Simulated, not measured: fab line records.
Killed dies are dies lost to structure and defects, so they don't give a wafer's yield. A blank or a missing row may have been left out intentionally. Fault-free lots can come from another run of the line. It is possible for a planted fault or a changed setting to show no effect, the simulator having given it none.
fab line records | flow n5Finfet
record: lots: 7 wafers: 39
route steps=1938 shown FIN_SAQP@102 HKMG_FIN@403 BEOL_M0_SAQP@638
startH: hours from the record's opening day to when the first of the lot's shown wafers began | waitH: hours since the lot's step before | " same as the row above | L1.1+2: one row covering several wafers at once | - value missing, or start not given | * or withheld: withheld | < > ~ a bound
route shown NAME@n: NAME is a module with steps in the file, n the number in the route of the first one | usual: average and standard deviation across the fault-free wafers | same: alike in all rows | chamber/n: place in a boat | sites: the reading at each site | _std_site: the standard deviation of these | _edge_site: mean of outer sites minus mean of inner sites | radiusMm: for every site, how far away it sits from the centre of the wafer | mask NAME#n: copy n | behind: the last tool/chamber to shape the wafer | hold: why the lot went on hold/how many hours it stayed there/how the hold came to an end | device: names the non-switching transistor (n, p or np) | end of line: at the end of the route, the tests of the same wafers | where a step has no rows: the recipe by itself | killed: count of dies lost to structure and defects at first sort (not the wafer's yield) | map: a wafer's dies, marking killed ones x, the rest . and places with no die _
set.NAME: the setting as run; set.NAME@STEP: as run at that earlier step | model.NAME: the simulator's own value behind a step, which no gauge read
lots where settings were altered on purpose, with a table for each step and a row for each wafer
== steps ==
step: N5_FIN_SAQP_HM_DEP_72
recipe: material: SiO2 targetThkA: 120 tempC: 400 precursor: SiH4/N2O pressureTorr: 0.75 rfW: 275 timeS: 7.2
columns lot.wafer tool chamber startH waitH set.targetThkA model.SiO2_of_FIN_SAQP_HM_DEP_72.thkNm
L074.1 pecvd-04 2 21.95 0.0 79.92 7.645
L074.2 " 1 " " 79.92 7.739
L074.3 " 0 " " 120 11.71
L074.4 " 0 " " 79.92 7.742
L074.5 " 1 " " 120 12.05
L074.6 " 2 " " 120 11.85
L082.1 pecvd-04 1 68.99 0.0 87.27 8.876
L082.2 " 0 " " 87.27 8.718
L082.3 " 2 " " 120 12.02
L082.4 " 0 " " 87.27 8.782
L082.5 " 1 " " 120 12.16
L082.6 " 2 " " 120 12.36
L083.3 pecvd-01 1 75.78 0.0 120 12.19
L083.4 " 2 " " 120 11.9
L083.6 " 0 " " 120 12.01
L089.1 pecvd-04 0 112.43 0.0 120 11.88
L089.2 " 2 " " 120 11.75
L089.3 " 1 " " 120 11.94
L089.4 " 2 " " 120 11.96
L089.5 " 0 " " 120 12.05
L089.6 " 1 " " 120 12.08
L091.1 pecvd-01 0 123.43 0.0 120 11.86
L091.2 " 1 " " 120 12
L091.3 " 1 " " 120 12.27
L091.4 " 0 " " 120 12.06
L091.5 " 1 " " 120 12.1
L091.6 " 0 " " 120 11.9
L093.1 pecvd-02 2 135.18 0.0 120 12.06
L093.2 " 0 " " 120 12.24
L093.3 " 1 " " 51.91 5.097
L093.4 " 0 " " 51.91 5.261
L093.5 " 1 " " 51.91 5.146
L093.6 " 2 " " 120 12.22
L096.1 pecvd-02 2 153.47 0.0 56.15 5.584
L096.2 " 1 " " 120 11.93
L096.3 " 0 " " 120 12.02
L096.4 " 2 " " 56.15 5.869
L096.5 " 1 " " 120 12.24
L096.6 " 0 " " 56.15 5.808
step: N5_FIN_SAQP_COAT_49
recipe: resist: SOC tempC: 250 timeS: 60 spinRpm: 1500 resistThkNm: 100
step: N5_FIN_SAQP_COAT_50
recipe: resist: SiARC tempC: 220 timeS: 60 spinRpm: 1500 resistThkNm: 35
step: N5_FIN_SAQP_ETCH_52
recipe: chemistry: N2/H2 target: SOC targetDepthA: 1000 overetchA: 200 maskMaterial: SiARC tempC: 40 timeS: 150 ionEnergyEv: 200 pressureMtorr: 30 sourceW: 840 biasW: 150 n2FlowSccm: 200 h2FlowSccm: 200 ends: endPoint
step: N5_FIN_SAQP_STRIP_53
recipe: chemistry: N2/H2 tempC: 40 n2FlowSccm: 200 h2FlowSccm: 200 rfFrequencyHz: 6e+07
step: N5_FIN_SAQP_HM_OPEN_73
recipe: chemistry: CHF3/O2 target: SiO2 stopOn: a-Si targetDepthA: 120 overEtchFrac: 1.8 maskMaterial: SOC timeS: 16.8 pressureMtorr: 30 sourceW: 650 biasW: 170 Ar_flow_sccm: 200 CHF3_flow_sccm: 50 O2_flow_sccm: 5 ionEnergyEv: 200 ends: endPoint
columns lot.wafer tool chamber startH waitH set.targetThkA@FIN_SAQP_HM_DEP_72 model.etch.depthNm
L074.1 rieDiel-04 0 22.90 0.0 79.92 7.645
L074.2 " 3 " " 79.92 7.739
L074.3 " 1 " " 120 11.71
L074.4 " 2 " " 79.92 7.742
L074.5 " 0 " " 120 12.05
L074.6 " 1 " " 120 11.85
L082.1 rieDiel-04 3 69.77 0.0 87.27 8.876
L082.2 " 2 " " 87.27 8.718
L082.3 " 0 " " 120 12.02
L082.4 " 1 " " 87.27 8.782
L082.5 " 0 " " 120 12.16
L082.6 " 3 " " 120 12.36
L083.3 rieDiel-03 2 76.53 0.0 120 12.19
L083.4 " 1 " " 120 11.9
L083.6 " 2 " " 120 12.01
L089.1 rieDiel-04 3 113.26 0.0 120 11.88
L089.2 " 2 " " 120 11.75
L089.3 " 1 " " 120 11.94
L089.4 " 0 " " 120 11.96
L089.5 " 3 " " 120 12.05
L089.6 " 0 " " 120 12.08
L091.1 rieDiel-04 1 124.42 0.0 120 11.86
L091.2 " 3 " " 120 12
L091.3 " 2 " " 120 12.27
L091.4 " 3 " " 120 12.06
L091.5 " 2 " " 120 12.1
L091.6 " 1 " " 120 11.9
L093.1 rieDiel-03 3 135.93 0.0 120 12.06
L093.2 " 0 " " 120 12.24
L093.3 " 2 " " 51.91 5.097
L093.4 " 1 " " 51.91 5.261
L093.5 " 2 " " 51.91 5.146
L093.6 " 1 " " 120 12.22
L096.1 rieDiel-03 0 154.21 0.0 56.15 5.584
L096.2 " 3 " " 120 11.93
L096.3 " 2 " " 120 12.02
L096.4 " 1 " " 56.15 5.869
L096.5 " 3 " " 120 12.24
L096.6 " 0 " " 56.15 5.808
step: N5_HKMG_FIN_ETCH_55
recipe: chemistry: N2/H2 target: SOC targetDepthA: 2400 tempC: 40 timeS: 300 ionEnergyEv: 200 maskMaterial: SiARC pressureMtorr: 30 sourceW: 840 biasW: 150 n2FlowSccm: 200 h2FlowSccm: 200
columns lot.wafer tool chamber startH waitH set.timeS model.etch.depthNm model.HKMG_FIN.featureDepthNm model.SiARC_of_HKMG_FIN_COAT_42.thkNm
L074.1 rieDiel-05 3 74.75 0.0 300 243.4 243.4 20.6
L074.2 " 2 " " 300 233.5 233.4 21.6
L074.3 " 1 " " 300 223.4 223.4 22.4
L074.4 " 0 " " 406.2 330.1 330.2 15.6
L074.5 " 1 " " 406.2 300.3 300.2 18
L074.6 " 2 " " 406.2 317.8 317.8 16.8
L082.1 rieDiel-04 3 120.42 0.0 300 238.7 238.8 21.6
L082.2 " 1 " " 300 248.7 248.8 20.8
L082.3 " 2 " " 300 237.9 238 21.6
L082.4 " 2 " " 300 241 241 21.2
L082.5 " 3 " " 300 238.4 238.4 21.6
L082.6 " 1 " " 300 250.3 250.4 20.6
L083.3 rieDiel-03 2 128.11 0.0 300 241.9 242 21
L083.4 " 3 " " 300 247.4 247.4 21.4
L083.6 " 1 " " 300 250 250 20.6
L089.1 rieDiel-05 0 162.16 0.0 300 245.8 245.8 20.6
L089.2 " 2 " " 300 233.2 233.2 21.8
L089.3 " 1 " " 300 226.6 226.6 22.4
L089.4 " 3 " " 300 243.3 243.4 20.8
L089.5 " 2 " " 300 232.1 232.2 21.8
L089.6 " 3 " " 300 242.7 242.6 20.6
L091.1 rieDiel-05 3 175.24 0.0 300 244.5 244.6 20.4
L091.2 " 0 " " 300 242.9 242.8 20.6
L091.3 " 1 " " 300 225.9 225.8 22.2
L091.4 " 2 " " 300 231.4 231.4 21.8
L091.5 " 3 " " 300 243.6 243.6 20.6
L091.6 " 2 " " 300 230.5 230.4 21.8
L093.1 rieDiel-05 2 185.51 0.0 300 232.3 232.4 21.6
L093.2 " 1 " " 300 227.3 227.4 22.2
L093.3 " 3 " " 300 246.1 246.2 20.4
L093.4 " 0 " " 300 247.1 247.2 20.4
L093.5 " 2 " " 300 232 232 21.6
L093.6 " 3 " " 300 247.5 247.6 20.2
L096.1 rieDiel-05 1 203.00 0.0 229.8 176 176 25.2
L096.2 " 3 " " 300 245.4 245.4 20.6
L096.3 " 2 " " 300 235 235 21.6
L096.4 " 0 " " 300 246.3 246.2 20.6
L096.5 " 0 " " 229.8 191.2 191.2 23.8
L096.6 " 3 " " 229.8 190 190 24
step: N5_BEOL_M0_SAQP_PECVD_04
recipe: material: a-Si targetThkA: 600 tempC: 350 precursor: SiH4/He pressureTorr: 3 rfW: 100 timeS: 60.2
columns lot.wafer tool chamber startH waitH set.timeS model.a-Si_of_BEOL_M0_SAQP_PECVD_04.thkNm
L074.1 pecvd-04 0 111.03 0.0 46.13 45
L074.2 " 1 " " 60.2 59.2
L074.3+6 " 2,0 " " 60.2 60.4
L074.4 " 1 " " 46.13 46.2
L074.5 " 2 " " 46.13 47.2
L082.1 pecvd-03 2 155.26 0.0 60.2 60.6
L082.2 " 1 " " 60.2 60
L082.3 " 0 " " 60.2 58.6
L082.4 " 2 " " 60.2 60.4
L082.5+6 " 1,0 " " 60.2 60.2
L083.3 pecvd-04 1 160.23 0.0 60.2 59.6
L083.4 " 2 " " 60.2 60.6
L083.6 " 0 " " 60.2 60.8
L089.1 pecvd-03 2 195.24 0.0 86.34 85
L089.2 " 0 " " 60.2 58.8
L089.3 " 1 " " 86.34 84.8
L089.4+6 " 2,1 " " 60.2 59.6
L089.5 " 0 " " 86.34 85.8
L091.1+2 pecvd-03 0,1 210.40 0.0 83.8 82.8
L091.3 " 1 " " 60.2 60.4
L091.4 " 0 " " 83.8 83.4
L091.5+6 " 1,0 " " 60.2 60
L093.1 pecvd-03 1 222.11 0.0 74.77 74
L093.2 " 0 " " 60.2 58.8
L093.3 " 1 " " 74.77 75
L093.4 " 0 " " 60.2 59.8
L093.5 " 0 " " 74.77 74.8
L093.6 " 1 " " 60.2 60.4
L096.1 pecvd-04 0 238.48 0.0 36.81 36
L096.2 " 1 " " 60.2 59.8
L096.3 " 2 " " 36.81 36.4
L096.4 " 2 " " 60.2 60.2
L096.5 " 1 " " 60.2 60.8
L096.6 " 0 " " 36.81 37
step: N5_BEOL_M0_SAQP_THK_MEAS_05
usual: thkNm: 60.0/0.75
columns lot.wafer tool chamber startH waitH set.timeS@BEOL_M0_SAQP_PECVD_04 thkNm
L074.1 filmMetro-02 - 111.12 0.1 46.13 45.1
L074.2 " - " " 60.2 59.2
L074.3 " - " " 60.2 60.3
L074.4 " - " " 46.13 46.2
L074.5 " - " " 46.13 47.3
L074.6 " - " " 60.2 60.4
L082.1 filmMetro-01 - 155.36 0.1 60.2 60.6
L082.2 " - " " 60.2 60.0
L082.3 " - " " 60.2 58.6
L082.4 " - " " 60.2 60.3
L082.5 " - " " 60.2 60.1
L082.6 " - " " 60.2 60.2
L083.3 filmMetro-02 - 160.33 0.1 60.2 59.6
L083.4 " - " " 60.2 60.6
L083.6 " - " " 60.2 60.7
L089.1 filmMetro-02 - 195.34 0.1 86.34 85.1
L089.2 " - " " 60.2 58.8
L089.3 " - " " 86.34 84.7
L089.4 " - " " 60.2 59.6
L089.5 " - " " 86.34 85.8
L089.6 " - " " 60.2 59.5
L091.1 filmMetro-02 - 210.53 0.1 83.8 82.7
L091.2 " - " " 83.8 82.9
L091.3 " - " " 60.2 60.3
L091.4 " - " " 83.8 83.5
L091.5 " - " " 60.2 60.0
L091.6 " - " " 60.2 60.0
L093.1 filmMetro-02 - 222.24 0.1 74.77 73.9
L093.2 " - " " 60.2 58.8
L093.3 " - " " 74.77 75.0
L093.4 " - " " 60.2 59.9
L093.5 " - " " 74.77 74.7
L093.6 " - " " 60.2 60.5
L096.1 filmMetro-02 - 238.57 0.1 36.81 35.9
L096.2 " - " " 60.2 59.7
L096.3 " - " " 36.81 36.4
L096.4 " - " " 60.2 60.2
L096.5 " - " " 60.2 60.8
L096.6 " - " " 36.81 37.0
step: N5_BEOL_M0_SAQP_HM_DEP_111
recipe: material: SiO2 targetThkA: 120 tempC: 400 precursor: SiH4/N2O pressureTorr: 0.75 rfW: 275 timeS: 7.2
step: N5_BEOL_M0_SAQP_COAT_81
recipe: resist: SOC tempC: 250 timeS: 60 spinRpm: 1500 resistThkNm: 100
step: N5_BEOL_M0_SAQP_HM_OPEN_112
recipe: chemistry: CHF3/O2 target: SiO2 stopOn: a-Si targetDepthA: 120 overEtchFrac: 1.25 maskMaterial: SOC timeS: 13.5 pressureMtorr: 30 sourceW: 650 biasW: 170 Ar_flow_sccm: 200 CHF3_flow_sccm: 50 O2_flow_sccm: 5 ionEnergyEv: 200 ends: endPoint
step: N5_BEOL_M0_SAQP_STRIP_113
recipe: chemistry: CHF3/O2 resist: SiARC rfFrequencyHz: 6e+07
step: N5_BEOL_M0_SAQP_MANDREL_ETCH_20
recipe: targetDepthA: 600 chemistry: HBr/Cl2 target: a-Si stopOn: SiNx btTimeS: 10 maskMaterial: SOC overEtchFrac: 0.5 timeS: 30 pressureMtorr: 10 icpW: 800 biasW: 75 HBr_flow_sccm: 150 Cl2_flow_sccm: 80 ends: endPoint
usual: oesProductAu: 0.775/0.013
columns lot.wafer tool chamber startH waitH set.timeS@BEOL_M0_SAQP_PECVD_04 oesProductAu model.etch.depthNm
L074.1 rieSi-06 0 112.20 0.0 46.13 0.681 45.02
L074.2 " 3 " " 60.2 0.770 59.28
L074.3 " 1 " " 60.2 0.788 60.29
L074.4 " 2 " " 46.13 0.680 46.18
L074.5 " 3 " " 46.13 0.674 47.19
L074.6 " 2 " " 60.2 0.781 60.31
L082.1 rieSi-01 2 156.08 0.0 60.2 0.782 60.54
L082.2 " 1 " " 60.2 0.753 59.95
L082.3 " 3 " " 60.2 0.755 58.6
L082.4 " 0 " " 60.2 0.788 60.32
L082.5 " 1 " " 60.2 0.749 60.09
L082.6 " 0 " " 60.2 0.791 60.16
L083.3 rieSi-01 3 161.05 0.0 60.2 0.759 59.58
L083.4 " 2 " " 60.2 0.784 60.64
L083.6 " 2 " " 60.2 0.780 60.77
L089.1 rieSi-06 2 196.18 0.0 86.34 0.963 85.04
L089.2 " 1 " " 60.2 0.773 58.77
L089.3 " 0 " " 86.34 0.948 84.76
L089.4 " 3 " " 60.2 0.767 59.6
L089.5 " 2 " " 86.34 0.972 85.86
L089.6 " 1 " " 60.2 0.775 59.52
L091.1 rieSi-06 1 211.40 0.0 83.8 0.950 82.71
L091.2 " 3 " " 83.8 0.943 82.73
L091.3 " 0 " " 60.2 0.781 60.26
L091.4 " 2 " " 83.8 0.953 83.5
L091.5 " 1 " " 60.2 0.784 59.95
L091.6 " 2 " " 60.2 0.781 59.95
L093.1 rieSi-06 0 223.09 0.0 74.77 0.882 73.94
L093.2 " 3 " " 60.2 0.760 58.84
L093.3 " 2 " " 74.77 0.890 74.92
L093.4 " 1 " " 60.2 0.783 59.79
L093.5 " 3 " " 74.77 0.880 74.67
L093.6 " 2 " " 60.2 0.783 60.47
L096.1 rieSi-06 2 239.29 0.0 36.81 0.597 35.89
L096.2 " 3 " " 60.2 0.776 59.66
L096.3 " 0 " " 36.81 0.597 36.37
L096.4 " 1 " " 60.2 0.780 60.11
L096.5 " 1 " " 60.2 0.793 60.77
L096.6 " 0 " " 36.81 0.607 36.99
== key ==
split: step: N5_FIN_SAQP_HM_DEP_72 setting: targetThkA stated: 120 by: wafer
response: step: N5_FIN_SAQP_HM_DEP_72 reading: model.SiO2_of_FIN_SAQP_HM_DEP_72.thkNm change: +0.122 per: 1% r: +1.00
response: step: N5_FIN_SAQP_HM_OPEN_73 reading: model.etch.depthNm change: +0.122 per: 1% r: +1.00
split: step: N5_HKMG_FIN_ETCH_55 setting: timeS stated: 300 by: wafer
response: step: N5_HKMG_FIN_ETCH_55 reading: model.etch.depthNm change: +2.36 per: 1% r: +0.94
response: step: N5_HKMG_FIN_ETCH_55 reading: model.HKMG_FIN.featureDepthNm change: +2.36 per: 1% r: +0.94
response: step: N5_HKMG_FIN_ETCH_55 reading: model.SiARC_of_HKMG_FIN_COAT_42.thkNm change: -0.137 per: 1% r: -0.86
split: step: N5_BEOL_M0_SAQP_PECVD_04 setting: timeS stated: 60.2 by: wafer
response: step: N5_BEOL_M0_SAQP_PECVD_04 reading: model.a-Si_of_BEOL_M0_SAQP_PECVD_04.thkNm change: +0.599 per: 1% r: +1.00
response: step: N5_BEOL_M0_SAQP_THK_MEAS_05 reading: thkNm change: * per: 1% r: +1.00
response: step: N5_BEOL_M0_SAQP_MANDREL_ETCH_20 reading: oesProductAu change: +0.00443 per: 1% r: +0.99
response: step: N5_BEOL_M0_SAQP_MANDREL_ETCH_20 reading: model.etch.depthNm change: +0.598 per: 1% r: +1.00
